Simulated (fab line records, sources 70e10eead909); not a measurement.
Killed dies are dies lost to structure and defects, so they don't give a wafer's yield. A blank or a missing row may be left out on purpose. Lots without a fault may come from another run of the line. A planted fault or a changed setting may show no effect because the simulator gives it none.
fab line records | flow nand_harc
record lots=12 wafers=34 last_day=33
route steps=1302 shown A_BONDPAD@1220 END@1302
lots that met no fault: from a run of the same line without faults
start_h: hours from the record's first day to the start of the lot's first wafer shown | wait_h: hours since the lot's step before | " the same as in the row above | L1.1+2: a row that stands for several wafers | - no value, or no start given | * or withheld: withheld | < > ~ a bound
route shown NAME@n: a module of which the file shows steps, and the number in the route of the first | usual: mean/standard deviation of fault-free wafers | same: alike in all rows | chamber/n: place in a boat | sites: the reading at each site | _std_site: their standard deviation | _edge_site: outer sites' mean less inner sites' | radius_mm: how far each site lies from the wafer's centre | mask NAME#n: copy n | behind: the tool/chamber that last shaped the wafer | hold: why the lot was held/for how many hours/how that ended | device: the transistor (n, p or np) that didn't switch | end of line: the same wafers' tests at the end of the route | a step without rows: its recipe alone | killed: dies lost to structure and defects at the first sort, not the wafer's yield | map: a wafer's dies, x killed, . not, _ none there
set.NAME: the setting as run; set.NAME@STEP: as run at that earlier step | model.NAME: the simulator's own value behind a step, which no gauge read
steps of the route over a sample of lots; a table a step, a row a wafer
services: from which hour (start_h, from the record's first day; less than 0 if before it) a tool's chamber was out of use, for how many hours, and why
## steps
# step NHARC_A_BONDPAD_ETCH_12
# recipe target_depth_a=2200 time_s=110 chf3_flow_sccm=50 o2_flow_sccm=10 ar_flow_sccm=200 rf_w=500 bias_w=200 chemistry=CHF3/O2
# usual bias_w=199.9/0.63 drypump_motor_current_A=5.6/0.61 o2_flow_sccm=10.01/0.032 oes_product_au=0.941/0.021 rf_vpp_V=369.9/1.9 showerhead_plenum_p_Torr=2.37/0.077 throttle_valve_pct=20.572/0.0091
# columns lot.wafer tool chamber start_h wait_h bias_w drypump_motor_current_A o2_flow_sccm oes_product_au rf_hours_counter_h rf_vpp_V showerhead_plenum_p_Torr throttle_valve_pct
L311.4 rie_diel-10 0 - - 199.6 5.8 9.99 0.943 3 372.5 2.47 20.582
L311.2 " 1 " " 200.2 4.8 9.97 0.957 3 368.2 2.28 20.566
L311.3 " 3 " " 199.5 4.8 10.02 0.974 3 369.9 2.36 20.580
L312.2 rie_diel-09 1 - - 200.3 5.5 10.04 0.923 29 373.0 2.52 20.585
L312.4 " 2 " " 200.0 6.3 10.03 0.929 32 366.6 2.27 20.569
L312.3 " 3 " " 199.7 6.0 10.02 0.935 28 372.5 2.47 20.582
L314.6 rie_diel-12 2 - - 199.9 5.5 10.01 0.973 - 371.1 2.41 20.566
L314.4 " 0 " " 198.4 6.6 10.05 0.960 - 370.5 2.37 20.567
L314.5 " 1 " " 200.0 6.7 9.99 0.961 - 367.1 2.28 20.567
L316.3 rie_diel-10 0 - - 199.5 5.8 10.04 0.950 0 372.5 2.47 20.566
L316.2 " 1 " " 198.9 4.8 9.97 0.962 0 368.0 2.28 20.573
L316.6 " 3 " " 200.5 4.8 10.04 0.983 - 370.4 2.36 20.581
L318.1 rie_diel-10 3 - - 199.1 4.8 9.95 0.953 0 372.0 2.36 20.577
L318.3 " 0 " " 199.5 5.8 9.96 0.939 0 373.0 2.47 20.562
L318.6 " 2 " " 201.1 5.4 10.08 0.949 - 370.9 2.40 20.552
L317.3 rie_diel-09 1 - - 200.7 5.6 9.98 0.918 39 371.8 2.51 20.569
L319.4 rie_diel-10 1 - - 200.7 4.8 9.98 0.962 1 367.4 2.28 20.565
L319.2 " 2 " " 200.0 5.4 10.06 0.966 1 370.5 2.40 20.573
L319.5 " 1 " " 198.9 4.8 10.02 0.964 - 367.1 2.28 20.581
L321.1 rie_diel-10 3 - - 200.1 4.8 10.03 0.946 1 371.1 2.36 20.582
L321.6 " 3 " " 200.0 4.8 9.96 0.955 - 370.5 2.36 20.555
L321.5 " 0 " " 200.1 5.8 9.99 0.950 - 372.2 2.47 20.580
L322.4 rie_diel-10 1 - - 200.4 4.8 10.01 0.911 1 368.1 2.28 20.570
L322.1 " 0 " " 198.8 5.8 10.00 0.926 2 372.6 2.47 20.569
L322.5 " 2 " " 199.7 5.4 9.96 0.927 - 370.7 2.40 20.578
L324.3 rie_diel-12 1 - - 199.9 6.8 9.99 0.922 15 368.4 2.28 20.569
L324.2 " 3 " " 201.5 5.8 9.97 0.940 13 368.2 2.28 20.564
L324.6 " 2 " " 199.6 5.5 9.96 0.917 - 369.8 2.40 20.552
L327.1 rie_diel-12 1 - - 198.8 6.7 9.99 0.923 17 367.7 2.27 20.580
L327.4 " 0 " " 201.1 6.7 9.95 0.925 - 369.8 2.36 20.572
L327.6 " 2 " " 199.4 5.5 10.00 0.924 - 369.9 2.40 20.583
L328.3 rie_diel-10 1 - - 199.3 4.8 9.99 0.945 3 367.5 2.28 20.572
L328.1 " 2 " " 200.5 5.5 10.03 0.945 4 368.9 2.40 20.570
L328.6 " 1 " " 200.4 4.8 10.04 0.935 - 367.9 2.28 20.583
# step NHARC_A_BONDPAD_ETCH_24
# recipe target_depth_a=300 over_etch_frac=0.3 time_s=72.99 ion_energy_ev=150 cf4_flow_sccm=50 n2_flow_sccm=100 ar_flow_sccm=150 rf_w=300 bias_w=100 chemistry=CF4/N2
# usual bias_w=100.1/0.32 drypump_motor_current_A=5.9/0.64 oes_product_au=1.001/0.01 rf_vpp_V=313.4/1.5 showerhead_plenum_p_Torr=2.57/0.078 throttle_valve_pct=19.794/0.0096
# columns lot.wafer tool chamber start_h wait_h bias_w drypump_motor_current_A oes_product_au rf_hours_counter_h rf_vpp_V showerhead_plenum_p_Torr throttle_valve_pct
L311.4 rie_diel-12 3 - - 100.3 5.8 1.014 20 312.3 2.51 19.804
L311.3 " 1 " " 99.6 6.7 0.988 18 311.3 2.50 19.810
L311.2 " 2 " " 100.2 5.5 1.019 20 313.0 2.64 19.790
L312.2 rie_diel-12 3 - - 99.9 5.8 1.013 28 311.6 2.50 19.775
L312.3 " 0 " " 100.1 6.6 0.995 26 313.2 2.59 19.801
L312.4 " 1 " " 99.6 6.8 1.005 27 311.8 2.50 19.795
L314.4 rie_diel-12 0 601.76 0.1 100.2 6.7 0.994 - 313.1 2.59 19.790
L314.6 " 1 " " 100.1 6.7 0.996 - 312.8 2.50 19.794
L314.5 " 2 " " 100.3 5.5 1.019 - 313.8 2.64 19.801
L316.3 rie_diel-10 3 - - 100.1 4.9 1.011 0 312.7 2.58 19.785
L316.2 " 1 " " 100.1 4.9 0.985 0 311.3 2.49 19.796
L316.6 " 3 " " 100.3 4.8 1.006 - 311.6 2.58 19.794
L318.1 rie_diel-12 0 - - 99.9 6.6 0.994 1 312.8 2.58 19.814
L318.3 " 1 " " 100.1 6.7 0.992 1 311.2 2.49 19.789
L318.6 " 0 " " 100.5 6.7 0.990 - 313.1 2.59 19.784
L317.3 rie_diel-12 3 - - 99.8 5.8 1.003 2 311.7 2.50 19.800
L319.2 rie_diel-12 3 - - 99.3 5.8 0.992 3 313.7 2.50 19.789
L319.4 " 0 " " 100.3 6.7 0.996 3 314.5 2.58 19.777
L319.5 " 1 " " 100.4 6.8 0.997 - 313.7 2.49 19.801
L321.1 rie_diel-09 3 - - 100.3 6.0 1.001 48 313.7 2.69 19.782
L321.5 " 0 " " 99.9 6.4 1.012 - 311.6 2.46 19.792
L321.6 " 1 " " 99.9 5.5 0.997 - 315.7 2.74 19.805
L322.4 rie_diel-10 0 - - 100.1 5.8 0.993 2 315.6 2.70 19.797
L322.1 " 1 " " 100.3 4.9 0.982 1 312.9 2.49 19.803
L322.5 " 2 " " 99.7 5.4 0.989 - 312.1 2.63 19.806
L324.3 rie_diel-12 2 - - 99.9 5.5 1.002 14 313.6 2.63 19.788
L324.2 " 0 " " 100.4 6.7 1.006 15 313.2 2.58 19.779
L324.6 " 3 " " 99.8 5.8 1.003 - 312.7 2.50 19.788
L327.1 rie_diel-10 2 - - 100.0 5.4 0.987 3 315.1 2.63 19.791
L327.4 " 1 " " 99.6 4.8 0.980 2 310.3 2.49 19.794
L327.6 " 2 " " 100.1 5.4 0.982 - 312.9 2.63 19.814
L328.1 rie_diel-10 1 - - 100.0 4.9 0.988 3 312.0 2.49 19.789
L328.3 " 2 " " 100.2 5.5 0.997 4 314.2 2.63 19.804
L328.6 " 0 " " 100.3 5.8 1.002 - 316.6 2.70 19.824
# step NHARC_A_BONDPAD_PRE_CLEAN_26
# recipe time_s=30 temp_c=280 gas=H2/He
# usual heater_power_w=412/39
# columns lot.wafer tool chamber start_h wait_h heater_power_w
L311.4 pvd_sputter-01 - - - 377
L311.3 " - " " 459
L311.2 " - " " 403
L312.2 pvd_sputter-02 - - - 375
L312.4 " - " " 422
L312.3 " - " " 418
L314.4 pvd_sputter-02 - - - 415
L314.6 " - " " 387
L314.5 " - " " 421
L316.2 pvd_sputter-01 - - - 364
L316.3 " - " " 473
L316.6 " - " " 370
L318.3 pvd_sputter-02 - - - 426
L318.1 " - " " 417
L318.6 " - " " 387
L317.3 pvd_sputter-01 - - - 454
L319.2 pvd_sputter-01 - - - 463
L319.4 " - " " 428
L319.5 " - " " 458
L321.1 pvd_sputter-01 - - - 421
L321.5 " - " " 444
L321.6 " - " " 420
L322.4 pvd_sputter-03 - - - 431
L322.1 " - " " 501
L322.5 " - " " 386
L324.3 pvd_sputter-01 - - - 379
L324.2 " - " " 357
L324.6 " - " " 377
L327.4 pvd_sputter-02 - - - 402
L327.1 " - " " 465
L327.6 " - " " 446
L328.1 pvd_sputter-01 - - - 424
L328.3 " - " " 358
L328.6 " - " " 376
# step NHARC_A_BONDPAD_ECD_18
# recipe target_thk_a=4000 bath_temp_c=25 material=Cu
# usual bath_heat_duty_pct=6.4/0.67 bath_temp_c=24.99/0.11
# columns lot.wafer tool chamber start_h wait_h bath_heat_duty_pct bath_temp_c
L311.2 ecd_cu-02 0 565.83 - 6.4 24.85
L311.4 " 0 " " 7.2 24.82
L311.3 " 1 " " 6.5 24.83
L312.2 ecd_cu-01 1 599.59 - 4.8 25.02
L312.4 " 0 " " 6.2 25.13
L312.3 " 1 " " 6.2 25.04
L314.4 ecd_cu-01 1 602.60 - 5.2 25.17
L314.5 " 1 " " 5.7 25.12
L314.6 " 0 " " 6.7 25.01
L316.2 ecd_cu-01 1 622.00 - 6.2 24.93
L316.3 " 0 " " 5.8 24.88
L316.6 " 1 " " 5.1 25.01
L318.1 ecd_cu-01 1 635.84 - - -
L318.3 " 1 " " - -
L318.6 " 0 " " - -
L317.3 ecd_cu-02 0 640.57 - - -
L319.2 ecd_cu-01 0 648.18 - - -
L319.4 " 0 " " - -
L319.5 " 0 " " - -
L321.1 ecd_cu-02 1 661.89 - 6.9 25.04
L321.5 " 0 " " 6.7 25.11
L321.6 " 1 " " 7.6 25.09
L322.1 ecd_cu-01 1 682.49 - 5.9 24.98
L322.4 " 0 " " 6.2 25.15
L322.5 " 1 " " 5.3 24.92
L324.2 ecd_cu-01 0 715.83 - 6.4 25.11
L324.3 " 1 " " 5.9 25.18
L324.6 " 0 " " 6.2 25.13
L327.1 ecd_cu-02 0 729.41 - 6.9 24.75
L327.4 " 0 " " 7.0 24.89
L327.6 " 0 " " 7.4 24.87
L328.1 ecd_cu-02 0 749.02 - 6.4 24.96
L328.3 " 1 " " 6.1 24.93
L328.6 " 0 " " 6.8 25.08
# step NHARC_A_BONDPAD_THK_MEAS_20
# recipe thk_meas_gauge=xrf
# usual thk_nm=169.3/1.6
# columns lot.wafer tool chamber start_h wait_h thk_nm
L311.2 film_metro-02 - 566.88 - 168.9
L311.3 " - " " 169.5
L311.4 " - " " 168.0
L312.2 film_metro-02 - 600.62 - 167.6
L312.3 " - " " 168.9
L312.4 " - " " 168.1
L314.4 film_metro-02 - 603.57 - 169.3
L314.5 " - " " 169.2
L314.6 " - " " 165.8
L316.2 film_metro-01 - 623.00 - 168.0
L316.3 " - " " 169.1
L316.6 " - " " 172.3
L318.1 film_metro-01 - 636.83 - 30.3
L318.3 " - " " 31.2
L318.6 " - " " 31.8
L317.3 film_metro-02 - 641.46 - 30.9
L319.2 film_metro-02 - 649.23 - 30.4
L319.4 " - " " 29.4
L319.5 " - " " 28.4
L321.1 film_metro-02 - 662.89 - 170.0
L321.5 " - " " 172.4
L321.6 " - " " 169.6
L322.1 film_metro-01 - 683.48 - 169.5
L322.4 " - " " 167.7
L322.5 " - " " 170.1
L324.2 film_metro-01 - 716.83 - 170.9
L324.3 " - " " 171.6
L324.6 " - " " 167.3
L327.1 film_metro-01 - 730.41 - 169.2
L327.4 " - " " 168.8
L327.6 " - " " 168.8
L328.1 film_metro-02 - 750.01 - 167.6
L328.3 " - " " 172.4
L328.6 " - " " 172.1
# step NHARC_END_SORT_01
# recipe temp_c=25
# usual defect_limited_yield=90.6/2.9 killed_at_array=59/20 killed_at_other=0.8/1.2 killed_at_periphery=3.5/2.2 killed_dies=63/20 killed_open=3.3/1.8 killed_short=2.6/1.7
# same gross_dies=677
# columns lot.wafer tool chamber start_h wait_h defect_limited_yield[%] killed_at_array killed_at_other killed_at_periphery killed_dies killed_open killed_short
L318.1 prober-01 0 664.84 2.5 0 670 0 7 677 3 1
L318.3 prober-01 0 666.42 3.1 0 672 1 4 677 0 1
L318.6 prober-01 0 668.79 4.0 0 673 0 4 677 1 1
L321.1 prober-02 0 693.15 2.5 89.5 66 1 4 71 5 3
L321.5 prober-02 0 696.34 3.7 89.8 65 1 3 69 2 3
L321.6 prober-02 0 697.14 4.0 90.4 60 0 5 65 3 4
# killed by level:class
L318.1 A_BONDPAD:area_ecd=619 A_CHANNEL_HOLE_D1:chamber_film_flake=29 A_ZERO_WELL:chamber_film_flake=6 A_CONTACT:chamber_film_flake=4 A_BLC:chamber_film_flake=4 P_GATE:chamber_film_flake=3 A_SLIT:chamber_film_flake=3 A_CHANNEL_FILL_D2:chamber_film_flake=2
L318.3 A_BONDPAD:area_ecd=632 A_CHANNEL_HOLE_D1:chamber_film_flake=24 A_CONTACT:chamber_film_flake=5 A_STAIRCASE:chamber_film_flake=3 P_GATE:chamber_film_flake=2 A_BONDPAD:chamber_film_flake=2 A_CHANNEL_FILL_D2:geometric_particle:short=1 P_ZERO_WELL:chamber_film_flake=1
L318.6 A_BONDPAD:area_ecd=621 A_CHANNEL_HOLE_D1:chamber_film_flake=33 A_CONTACT:chamber_film_flake=4 A_BLC:chamber_film_flake=4 P_GATE:chamber_film_flake=3 A_ZERO_WELL:chamber_film_flake=3 A_CHANNEL_FILL_D2:chamber_film_flake=2 A_STAIRCASE:chamber_film_flake=2
L321.1 A_SLIT:chamber_film_flake=27 A_CHANNEL_HOLE_D2:chamber_film_flake=19 A_CHANNEL_HOLE_D1:chamber_film_flake=5 A_CONTACT:chamber_film_flake=5 A_WL_FILL:chamber_film_flake=3 A_DECK1_JOINT:geometric_particle:short=2 A_BLC:geometric_particle:open=2 P_CONTACT:chamber_film_flake=2
L321.5 A_SLIT:chamber_film_flake=37 A_CHANNEL_HOLE_D2:chamber_film_flake=11 A_CHANNEL_HOLE_D1:chamber_film_flake=6 A_CONTACT:chamber_film_flake=5 P_M0:geometric_particle:open=2 A_ONON_D1:geometric_particle:short=2 A_WL_FILL:chamber_film_flake=2 A_WL_FILL:geometric_particle:short=1
L321.6 A_SLIT:chamber_film_flake=22 A_CHANNEL_HOLE_D2:chamber_film_flake=14 A_CONTACT:chamber_film_flake=7 A_CHANNEL_HOLE_D1:chamber_film_flake=6 A_WL_FILL:chamber_film_flake=3 P_GATE:chamber_film_flake=2 P_CONTACT:chamber_film_flake=2 P_CONTACT:geometric_particle:open=1
## services
# columns tool chamber start_h hours kind
rie_diel-10 3 557.18 6.6 repair
pvd_sputter-01 - 565.91 27.1 repair
ecd_cu-02 - 570.11 1.8 repair
pvd_sputter-01 - 593.01 10.0 pm
rie_diel-10 2 595.52 4.3 repair
rie_diel-10 - 596.50 9.0 pm
ecd_cu-02 - 596.51 8.0 pm
rie_diel-12 3 598.73 8.6 repair
rie_diel-09 2 613.41 2.0 repair
rie_diel-12 - 622.58 9.0 pm
ecd_cu-02 - 624.80 0.4 repair
pvd_sputter-02 - 639.67 10.0 pm
rie_diel-12 2 654.34 7.6 repair
rie_diel-10 1 655.57 18.1 repair
rie_diel-09 - 675.22 9.0 pm
ecd_cu-01 - 685.80 2.3 repair
rie_diel-12 3 686.72 7.7 repair
ecd_cu-01 - 688.12 8.0 pm
ecd_cu-02 - 689.39 0.4 repair
ecd_cu-02 - 701.70 0.8 repair
rie_diel-12 3 723.42 5.7 repair
rie_diel-09 0 724.04 4.4 repair
rie_diel-09 2 737.16 8.6 repair
rie_diel-09 0 742.31 3.9 repair
## key
first_sign step=NHARC_A_BONDPAD_ECD_18 reading=tool_record direction=missing
effect step=NHARC_A_BONDPAD_THK_MEAS_20 reading=thk_nm direction=down sigmas=88 usual=169.3 struck=30.3
effect step=NHARC_END_SORT_01 reading=killed_at_array direction=up sigmas=31 usual=59 struck=672
more_kills_born_at NHARC_A_BONDPAD_ECD_18@ecd_cu-01=1872
met_at NHARC_A_BONDPAD_ECD_18
struck_lots L317,L318,L319
later_rows_left_out L317.3,L318.1,L318.3,L318.6,L319.2,L319.4,L319.5
sort_left_out L317.3,L319.2,L319.4,L319.5
tester_left_out L317,L319
not_acting_at NHARC_A_BONDPAD_ETCH_12,NHARC_A_BONDPAD_ETCH_24,NHARC_A_BONDPAD_PRE_CLEAN_26
onset_between 622.00 635.84
earlier_fault kind=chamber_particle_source tool=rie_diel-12 chamber=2 onset_h=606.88 steps=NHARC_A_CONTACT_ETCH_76 rate_per_visit_cm2=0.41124
earlier_fault kind=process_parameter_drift tool=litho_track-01 chamber=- onset_h=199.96 steps=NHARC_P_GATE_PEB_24 channel=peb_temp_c offset=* shape=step acts_in=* stated=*
fault kind=skipped_step_whole tool=ecd_cu-01,ecd_cu-02 chamber=- onset_h=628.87 steps=NHARC_A_BONDPAD_ECD_18 scope=struck_lots_only
# tester_left_out: of these lots the tester's yield and bins aren't shown, on N5 and GAA mostly nor the transistor test; their killed dies are dies lost to structure and defects alone, not to doping, threshold or leakage, so they don't give the yield
# sort_left_out: the simulated sort isn't trusted on such a fault, so these wafers' sort isn't shown, and their yield isn't known
# later_rows_left_out: the simulator's readings of these wafers behind a module that went badly wrong aren't trusted and aren't shown, but for the sort
